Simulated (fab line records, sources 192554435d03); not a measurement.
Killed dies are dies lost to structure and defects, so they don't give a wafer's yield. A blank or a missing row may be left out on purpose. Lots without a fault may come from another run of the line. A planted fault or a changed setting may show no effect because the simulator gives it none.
Which tool did it? | flow n5_finfet | 10 lots, 30 wafers sampled, at 6 steps of a route of 1938

WHAT THE GAUGES READ, wafer by wafer
N5_BEOL_M15_INSPECT_55: inspects for defects (darkfield). Usual: raw_defect_count 73, standard deviation 23.
lot  | measured     | on                | raw_defect_count | flag
L105 | day 12 05:33 | defect_inspect-01 | 49 96 50         |
L106 | day 12 12:13 | defect_inspect-02 | 75 70 75         |
L109 | day 13 03:41 | defect_inspect-02 | 99 96 92         |
L112 | day 13 18:46 | defect_inspect-01 | 74 57 53         |
L111 | day 13 23:35 | defect_inspect-01 | 63 81 99         |
L115 | day 14 08:08 | defect_inspect-02 | 73 68 46         |
L118 | day 15 00:35 | defect_inspect-01 | 48 47 73         |
L121 | day 16 14:27 | defect_inspect-01 | 712 707 735      | OFF
L124 | day 16 18:01 | defect_inspect-01 | 685 714 795      | OFF
L127 | day 18 10:13 | defect_inspect-02 | 110 86 61        |

N5_MIM_TOP_LITHO_INSPECT_12: inspects for defects (macro). Usual: raw_defect_count 2.3, standard deviation 1.4.
lot  | measured     | on                | raw_defect_count | flag
L105 | day 12 09:34 | defect_inspect-02 | 2 0 0            |
L106 | day 12 17:16 | defect_inspect-02 | 5 3 1            |
L109 | day 13 08:40 | defect_inspect-01 | 4 3 2            |
L112 | day 13 22:47 | defect_inspect-01 | 3 3 0            |
L111 | day 14 03:20 | defect_inspect-02 | 2 4 3            |
L115 | day 14 15:04 | defect_inspect-01 | 2 2 4            |
L118 | day 15 02:59 | defect_inspect-02 | 1 2 3            |
L121 | day 16 22:21 | defect_inspect-02 | >300 >300 >300   | OFF
L124 | day 16 23:54 | defect_inspect-01 | >300 >300 >300   | OFF
L127 | day 18 13:01 | defect_inspect-01 | 1 3 1            |

WHICH TOOL RAN EACH LOT (tool, then ch and the chambers of the sampled wafers, then the start)
lot  | N5_BEOL_M15_STRIP_37                          | N5_BEOL_M15_SPUTTER_43       | N5_BEOL_M15_DEP_53              | N5_MIM_TOP_DEGAS_04
L105 | rie_diel-01 ch 0,1,3, day 12 04:17 or earlier | pvd_sputter-01, day 12 04:17 | pecvd-03 ch 0,1,2, day 12 05:28 | pvd_sputter-01, day 12 08:58
L106 | rie_diel-01 ch 0,1, day 12 10:58 or earlier   | pvd_sputter-03, day 12 10:58 | pecvd-04 ch 0,1,2, day 12 12:08 | pvd_sputter-01, day 12 16:47
L109 | rie_diel-01 ch 1,2,3, day 13 02:25 or earlier | pvd_sputter-02, day 13 02:25 | pecvd-04 ch 0,2, day 13 03:36   | pvd_sputter-01, day 13 08:03
L112 | rie_diel-05 ch 0,1,3, day 13 16:52 or earlier | pvd_sputter-02, day 13 16:52 | pecvd-02 ch 1,2, day 13 18:41   | pvd_sputter-03, day 13 22:10
L111 | rie_diel-05 ch 0,1,3, day 13 22:17 or earlier | pvd_sputter-02, day 13 22:17 | pecvd-02 ch 0,1,2, day 13 23:29 | pvd_sputter-03, day 14 02:51
L115 | rie_diel-01 ch 0,1,2, day 14 06:52 or earlier | pvd_sputter-02, day 14 06:52 | pecvd-03 ch 1,2, day 14 08:02   | pvd_sputter-02, day 14 14:35
L118 | rie_diel-03 ch 0,2,3, day 14 23:19 or earlier | pvd_sputter-02, day 14 23:19 | pecvd-03 ch 1,2, day 15 00:29   | pvd_sputter-02, day 15 02:30
L121 | rie_diel-03 ch 1,2,3, day 16 12:51 or earlier | pvd_sputter-01, day 16 12:51 | pecvd-02 ch 0,1,2, day 16 14:22 | pvd_sputter-01, day 16 21:52
L124 | rie_diel-03 ch 1,3, day 16 16:45 or earlier   | pvd_sputter-01, day 16 16:45 | pecvd-02 ch 0,1, day 16 17:56   | pvd_sputter-02, day 16 23:25
L127 | rie_diel-03 ch 1,2, day 18 08:56 or earlier   | pvd_sputter-01, day 18 08:56 | pecvd-03 ch 0,1,2, day 18 10:08 | pvd_sputter-02, day 18 12:30
- N5_BEOL_M15_STRIP_37: strips in O2.
- N5_BEOL_M15_SPUTTER_43: material TaN, target thk 15 nm, time 24.19 s.
- N5_BEOL_M15_DEP_53: deposits SiCN from 3MS/NH3, target thk 50 nm, time 17.8 s.
- N5_MIM_TOP_DEGAS_04: time 60 s.

WHAT THE TOOLS THEMSELVES READ (means of the sampled wafers that have a number; where no wafer has one, the mark that the record gives instead)
N5_BEOL_M15_STRIP_37. Usual: drypump_motor_current_A 5.8 A, standard deviation 0.49; oes_product_au 0.79 a.u., standard deviation 0.068; rf_vpp_V 3.7 V, standard deviation 0.68; showerhead_plenum_p_Torr 2.08 Torr, standard deviation 0.059; throttle_valve_pct 16.60 %, standard deviation 0.2.
lot  | tool        | drypump_motor_current_A (A) | oes_product_au (a.u.) | rf_vpp_V (V) | showerhead_plenum_p_Torr (Torr) | throttle_valve_pct (%) | flag
L105 | rie_diel-01 | 5.6                         | 0.85                  | 3.5          | 2.07                            | 16.43                  |
L106 | rie_diel-01 | 5.5                         | 0.85                  | 3.5          | 2.04                            | 16.38                  |
L109 | rie_diel-01 | 5.6                         | 0.84                  | 3.5          | 2.07                            | 16.49                  |
L112 | rie_diel-05 | 5.6                         | 0.78                  | 3.9          | 2.11                            | 16.71                  |
L111 | rie_diel-05 | 5.6                         | 0.78                  | 4.1          | 2.11                            | 16.70                  |
L115 | rie_diel-01 | 5.4                         | 0.83                  | 2.8          | 2.04                            | 16.43                  |
L118 | rie_diel-03 | 6.1                         | 0.78                  | 4.1          | 2.13                            | 16.62                  |
L121 | rie_diel-03 | 6.3                         | 0.75                  | 3.3          | 2.12                            | 16.66                  |
L124 | rie_diel-03 | 6.6                         | 0.74                  | 3.4          | 2.10                            | 16.69                  |
L127 | rie_diel-03 | 6.3                         | 0.71                  | 4.1          | 2.05                            | 16.73                  |

N5_BEOL_M15_SPUTTER_43. Usual: cathode_dc_power_W 15000 W, standard deviation 2.9; substrate_temp_c 50.02 C, standard deviation 0.12; throttle_valve_pct 29.9 %, standard deviation 0.87.
lot  | tool           | cathode_dc_power_W (W) | substrate_temp_c (C) | throttle_valve_pct (%) | flag
L105 | pvd_sputter-01 | 15000                  | 49.96                | 29.4                   |
L106 | pvd_sputter-03 | 15000                  | 50.12                | 30.8                   |
L109 | pvd_sputter-02 | 14998                  | 50.03                | 28.9                   |
L112 | pvd_sputter-02 | 15000                  | 50.10                | 29.7                   |
L111 | pvd_sputter-02 | 14999                  | 49.90                | 29.4                   |
L115 | pvd_sputter-02 | 15000                  | 49.93                | 28.0                   |
L118 | pvd_sputter-02 | 15001                  | 49.95                | 30.3                   |
L121 | pvd_sputter-01 | 14999                  | 50.05                | 29.6                   |
L124 | pvd_sputter-01 | 15004                  | 50.03                | 29.4                   |
L127 | pvd_sputter-01 | 15000                  | 49.99                | 29.9                   |

N5_BEOL_M15_DEP_53. Usual: showerhead_plenum_p_Torr 4.164 Torr, standard deviation 0.023; throttle_valve_pct 17.8 %, standard deviation 0.89.
lot  | tool     | showerhead_plenum_p_Torr (Torr) | throttle_valve_pct (%) | flag
L105 | pecvd-03 | 4.185                           | 17.8                   |
L106 | pecvd-04 | 4.150                           | 17.9                   |
L109 | pecvd-04 | 4.159                           | 17.2                   |
L112 | pecvd-02 | 4.168                           | 17.9                   |
L111 | pecvd-02 | 4.160                           | 17.4                   |
L115 | pecvd-03 | 4.171                           | 17.9                   |
L118 | pecvd-03 | 4.165                           | 18.5                   |
L121 | pecvd-02 | 4.165                           | 17.6                   |
L124 | pecvd-02 | 4.171                           | 17.5                   |
L127 | pecvd-03 | 4.185                           | 18.0                   |

N5_MIM_TOP_DEGAS_04. Usual: heater_power_w 478 W, standard deviation 56.
lot  | tool           | heater_power_w (W) | flag
L105 | pvd_sputter-01 | 486                |
L106 | pvd_sputter-01 | 495                |
L109 | pvd_sputter-01 | 473                |
L112 | pvd_sputter-03 | 428                |
L111 | pvd_sputter-03 | 492                |
L115 | pvd_sputter-02 | 513                |
L118 | pvd_sputter-02 | 488                |
L121 | pvd_sputter-01 | 451                |
L124 | pvd_sputter-02 | 556                |
L127 | pvd_sputter-02 | 473                |

THE ANSWER, worked out from the rows above alone
Rule: a lot is off if the mean of its wafers that have a number lies more than 3 standard deviations from the usual mean. A lot without any number at a reading at which 4 lots or more have one is off too. The other lots that the step has rows for count as sound. The gauges are gone through in route order, then the tools' own readings, and for those a lot's mean is taken as printed above. The first step at which some lot is off is used, and at that step the reading that is off furthest; a lot without a number counts as furthest.
Off: L121, L124, at N5_BEOL_M15_INSPECT_55 (raw_defect_count).
A tool fits if, at a process step before that reading, it ran every lot that is off, and no sound lot after the first of them. The gauges at N5_BEOL_M15_INSPECT_55 are tried like those tools. N5_BEOL_M15_STRIP_37 gives no start for some lots, so the hours and the order of its lots are those of N5_BEOL_M15_SPUTTER_43. Can't be told from this: 2 tools fit, pecvd-02 at N5_BEOL_M15_DEP_53, defect_inspect-01 at N5_BEOL_M15_INSPECT_55.

WHAT THE SIMULATOR HAD PUT IN
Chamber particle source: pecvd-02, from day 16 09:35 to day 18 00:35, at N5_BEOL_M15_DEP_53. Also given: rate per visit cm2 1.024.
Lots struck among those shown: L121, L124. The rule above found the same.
